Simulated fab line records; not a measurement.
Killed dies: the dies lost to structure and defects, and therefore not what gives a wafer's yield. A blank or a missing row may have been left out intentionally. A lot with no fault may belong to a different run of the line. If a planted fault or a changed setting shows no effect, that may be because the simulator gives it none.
The tool behind it: which one? -- flow nandHarc -- Sampling: 11 lots, 33 wafers, 6 of 1302 route steps

== WHAT EACH GAUGE READ, for each wafer ==
NHARC_END_SORT_01.
lot,measured,on,killedAtArray,killedAtOther,killedAtPeriphery,killedDies,killedOpen,killedShort
L215,day 30 07:24,prober-01,182 178 174,1 0 0,1 0 3,184 178 177,1 2 5,1 1 1
L214,day 30 17:16,prober-01,156 135 137,0 0 2,4 3 6,160 138 145,5 2 2,2 1 1

== TOOL THAT RAN EACH LOT (tool first, then ch and the chambers of the sampled wafers, then the start) ==
lot,NHARC_A_CONTACT_ETCH_133,NHARC_A_CONTACT_DESCUM_13,NHARC_A_CONTACT_ETCH_88,NHARC_A_CONTACT_ETCH_134,NHARC_A_CONTACT_ETCH_136
L203,"harCapEtch-02 ch 0,1, day 21 21:10","rieDiel-05 ch 0,1, day 22 01:41","rieDiel-05 ch 0,1,2, day 22 01:47","harCapEtch-02 ch 0,1, day 22 02:52","harCapEtch-02 ch 0,1, day 22 03:20"
L207,"harCapEtch-03 ch 0,1, day 23 12:08","rieDiel-05 ch 0,2,3, day 23 18:46","rieDiel-05 ch 0,1, day 23 18:50","harCapEtch-01 ch 0,1, day 23 19:53","harCapEtch-01 ch 0,1, day 23 20:30"
L208,"harCapEtch-01 ch 0,1, day 24 05:10","rieDiel-10 ch 0,1,3, day 24 09:50","rieDiel-10 ch 0,3, day 24 09:55","harCapEtch-03 ch 0,1, day 24 10:58","harCapEtch-03 ch 0,1, day 24 11:26"
L211,"harCapEtch-01 ch 0,1, day 25 04:01","rieDiel-05 ch 0,2, day 25 10:41","rieDiel-05 ch 0,3, day 25 10:47","harCapEtch-03 ch 0,1, day 25 12:02","harCapEtch-03 ch 0,1, day 25 12:30"
L210,"harCapEtch-03 ch 0,1, day 25 07:26","rieDiel-05 ch 2,3, day 25 14:10","rieDiel-05 ch 0,2,3, day 25 14:16","harCapEtch-02 ch 0,1, day 25 15:29","harCapEtch-02 ch 0,1, day 25 15:58"
L215,"harCapEtch-01 ch 0,1, day 26 17:49","rieDiel-05 ch 0,1, day 27 12:02","rieDiel-05 ch 0,2,3, day 27 12:10","harCapEtch-02 ch 0,1, day 27 13:23","harCapEtch-02 ch 0,1, day 27 14:01"
L214,"harCapEtch-01 ch 0,1, day 27 02:56","rieDiel-10 ch 0,1,2, day 27 19:21","rieDiel-10 ch 0,3, day 27 19:26","harCapEtch-03 ch 0,1, day 27 21:43","harCapEtch-03 ch 0,1, day 27 22:12"
L223,"harCapEtch-02 ch 0, day 30 16:24","rieDiel-05 ch 0,1,2, day 30 21:12","rieDiel-05 ch 0,1,3, day 30 21:17","harCapEtch-02 ch 0,1, day 30 22:19","harCapEtch-02 ch 0,1, day 30 22:47"
L224,"harCapEtch-03 ch 0,1, day 30 16:59","rieDiel-05 ch 1,3, day 30 22:17","rieDiel-05 ch 0,2, day 30 22:22","harCapEtch-01 ch 0,1, day 30 23:28","harCapEtch-01 ch 0,1, day 30 23:58"
L225,"harCapEtch-03 ch 0,1, day 30 22:02","rieDiel-05 ch 0,2, day 31 03:46","rieDiel-05 ch 0,2, day 31 03:52","harCapEtch-02 ch 0,1, day 31 04:55","harCapEtch-02 ch 0,1, day 31 05:24"
L226,"harCapEtch-03 ch 0,1, day 31 04:17","rieDiel-05 ch 0,1,3, day 31 10:02","rieDiel-05 ch 0,2,3, day 31 10:08","harCapEtch-02 ch 0,1, day 31 11:10","harCapEtch-02 ch 0,1, day 31 11:38"
- NHARC_A_CONTACT_ETCH_133: etches the open film in C4F8/O2/Ar, time 374 s, target depth 1610 nm.
- NHARC_A_CONTACT_DESCUM_13: chemistry O2, time 3 s.
- NHARC_A_CONTACT_ETCH_88: etches the open film in CF4, target depth 39 nm, time 65 s.
- NHARC_A_CONTACT_ETCH_134: etches the open film in C4F8/O2/Ar, time 140 s, target depth 700 nm.
- NHARC_A_CONTACT_ETCH_136: etches the open film in C4F8/O2/Ar, time 311 s, target depth 1912 nm.

== AS READ BY THE TOOLS THEMSELVES (means over the sampled wafers that have a number; for cases with no such wafer, the mark the record gives instead) ==
NHARC_A_CONTACT_DESCUM_13.
lot,tool,drypumpMotorCurrentA (A),oesProductAu (a.u.),rfVppV (V),showerheadPlenumPTorr (Torr),throttleValvePct (%)
L203,rieDiel-05,5.5,1.014,57.9,1.92,11.320
L207,rieDiel-05,5.4,1.009,56.5,1.87,11.308
L208,rieDiel-10,5.5,1.002,58.4,1.88,11.311
L211,rieDiel-05,5.6,1.007,57.4,1.88,11.306
L210,rieDiel-05,5.2,1.002,57.3,1.86,11.312
L215,rieDiel-05,5.5,1.004,58.0,1.91,11.294
L214,rieDiel-10,6.1,0.999,56.7,1.91,11.318
L223,rieDiel-05,5.6,0.988,57.7,1.92,11.305
L224,rieDiel-05,5.1,1.002,57.5,1.89,11.313
L225,rieDiel-05,5.6,0.985,58.3,1.87,11.305
L226,rieDiel-05,5.3,0.998,57.6,1.90,11.310

NHARC_A_CONTACT_ETCH_88.
lot,tool,cf4FlowSccm (sccm),drypumpMotorCurrentA (A),oesProductAu (a.u.),rfVppV (V),showerheadPlenumPTorr (Torr),throttleValvePct (%)
L203,rieDiel-05,150.0,5.6,1.005,151.6,1.78,13.288
L207,rieDiel-05,150.2,5.5,1.010,150.6,1.81,13.285
L208,rieDiel-10,149.7,5.2,1.001,152.4,1.77,13.282
L211,rieDiel-05,150.1,5.1,0.999,150.9,1.72,13.279
L210,rieDiel-05,150.3,5.4,1.001,151.0,1.73,13.277
L215,rieDiel-05,149.9,5.4,0.988,150.7,1.73,13.286
L214,rieDiel-10,149.7,4.9,0.996,151.9,1.76,13.297
L223,rieDiel-05,149.4,5.3,0.990,151.1,1.75,13.276
L224,rieDiel-05,149.6,5.7,0.989,151.5,1.74,13.285
L225,rieDiel-05,150.0,5.6,0.987,150.5,1.73,13.293
L226,rieDiel-05,149.8,5.4,0.989,150.8,1.72,13.289

== THE ANSWER, worked out from the rows above alone ==
Rule: the lots themselves supply what counts as usual. The widest of any qualifying gaps counts: lots, ordered by their means at a reading, are off when they make up no more than a third of the lots, leave a main group of 4 or more, and stand apart from it by 3 or more times the standard deviation of that group's means. A main group whose means are all the same, to the digits that the tables above print for the reading, isn't used. A lot without any number at a reading at which 4 lots or more have one is off too. The other lots that the step has rows for count as sound. The gauges are gone through in route order, then the tools' own readings, and for those a lot's mean is taken as printed above. At the first step where some lot is off, the reading lying furthest off is the one used; lots without a number count as furthest.
No lot is off on any of the readings shown, so nothing can be concluded from this.

== WHAT WAS PUT IN BY THE SIMULATOR ==
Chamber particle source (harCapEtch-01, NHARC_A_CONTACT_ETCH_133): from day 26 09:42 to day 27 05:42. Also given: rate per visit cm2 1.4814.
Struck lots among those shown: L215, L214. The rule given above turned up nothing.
